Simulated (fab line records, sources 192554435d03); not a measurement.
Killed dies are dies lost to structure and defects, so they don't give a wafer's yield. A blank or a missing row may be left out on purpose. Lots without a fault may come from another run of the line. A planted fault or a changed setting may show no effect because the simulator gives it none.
Chamber matching | flow n5_finfet | N5_BEOL_M0_SAQP_ETCH_107 on rie_diel-01: 4 sister chambers
The step etches SiNx in CH3F/O2, target depth 30 nm. 24 wafers are shown with their chamber, then 12 later ones without.

WAFERS WITH THEIR CHAMBER
wafer  | chamber | drypump_motor_current_A (A) | showerhead_plenum_p_Torr (Torr) | rf_vpp_V (V)
L075.2 | 0       | 5.4                         | 2.04                            | 294
L075.4 | 1       | 6.7                         | 2.04                            | 293
L075.6 | 1       | 6.7                         | 2.04                            | 293
L076.1 | 3       | 5.4                         | 1.98                            | 297
L076.2 | 1       | 6.9                         | 2.04                            | 292
L076.5 | 1       | 6.8                         | 2.04                            | 293
L077.2 | 0       | 5.4                         | 2.04                            | 294
L077.4 | 1       | 6.7                         | 2.03                            | 293
L077.6 | 0       | 5.4                         | 2.04                            | 295
L078.2 | 0       | 5.5                         | 2.04                            | 295
L078.3 | 3       | 5.4                         | 1.97                            | 297
L078.5 | 1       | 6.8                         | 2.03                            | 294
L082.1 | 2       | 4.9                         | 1.93                            | 299
L082.3 | 0       | 5.5                         | 2.03                            | 295
L082.4 | 2       | 4.8                         | 1.93                            | 300
L083.1 | 2       | 4.9                         | 1.93                            | 298
L083.3 | 0       | 5.4                         | 2.03                            | 295
L083.5 | 0       | 5.5                         | 2.03                            | 294
L084.2 | 1       | 6.8                         | 2.03                            | 295
L084.4 | 0       | 5.4                         | 2.03                            | 295
L084.6 | 1       | 6.7                         | 2.03                            | 293
L086.1 | 2       | 4.8                         | 1.93                            | 301
L086.3 | 3       | 5.4                         | 1.97                            | 297
L086.4 | 0       | 5.4                         | 2.03                            | 296

SIGNATURES (means of the wafers above)
reading                  | chamber 0 | chamber 1 | chamber 2 | chamber 3 | scatter within a chamber
drypump_motor_current_A  | 5.433     | 6.763     | 4.850     | 5.400     | 0.0586
showerhead_plenum_p_Torr | 2.0344    | 2.0350    | 1.9300    | 1.9733    | 0.00494
rf_vpp_V                 | 294.78    | 293.25    | 299.50    | 297.00    | 0.838
Rule: a wafer's distance from a chamber is the root of the sum, over the readings, of the square of ((its reading less the chamber's mean) divided by the reading's scatter). The wafer belongs to the nearest chamber; if the next one is less than 2 further off, it can't be placed. The scatter: the root of (the sum of the squares of (reading less its chamber's mean) over the shown wafers, divided by (wafers less chambers)).

WAFERS WITHOUT THEIR CHAMBER
wafer  | drypump_motor_current_A (A) | showerhead_plenum_p_Torr (Torr) | rf_vpp_V (V)
L087.1 | 5.5                         | 2.03                            | 298
L087.2 | 4.9                         | 1.93                            | 300
L087.5 | 4.9                         | 1.93                            | 298
L093.2 | 6.8                         | 2.02                            | 291
L093.4 | 5.4                         | 2.03                            | 294
L093.6 | 5.4                         | 1.97                            | 296
L094.2 | 5.4                         | 2.03                            | 295
L094.5 | 5.4                         | 1.97                            | 298
L094.6 | 5.4                         | 2.03                            | 295
L095.2 | 5.4                         | 2.03                            | 295
L095.5 | 5.5                         | 2.03                            | 294
L095.6 | 6.7                         | 2.02                            | 293

WHICH CHAMBER EACH WENT THROUGH
wafer  | from the rows above | in truth
L087.1 | 0                   | 0
L087.2 | 2                   | 2
L087.5 | 2                   | 2
L093.2 | 1                   | 1
L093.4 | 0                   | 0
L093.6 | 3                   | 3
L094.2 | 0                   | 0
L094.5 | 3                   | 3
L094.6 | 0                   | 0
L095.2 | 0                   | 0
L095.5 | 0                   | 0
L095.6 | 1                   | 1
Placed correctly: 12 of 12. Can't be placed from these rows: 0. Placed wrongly: 0.
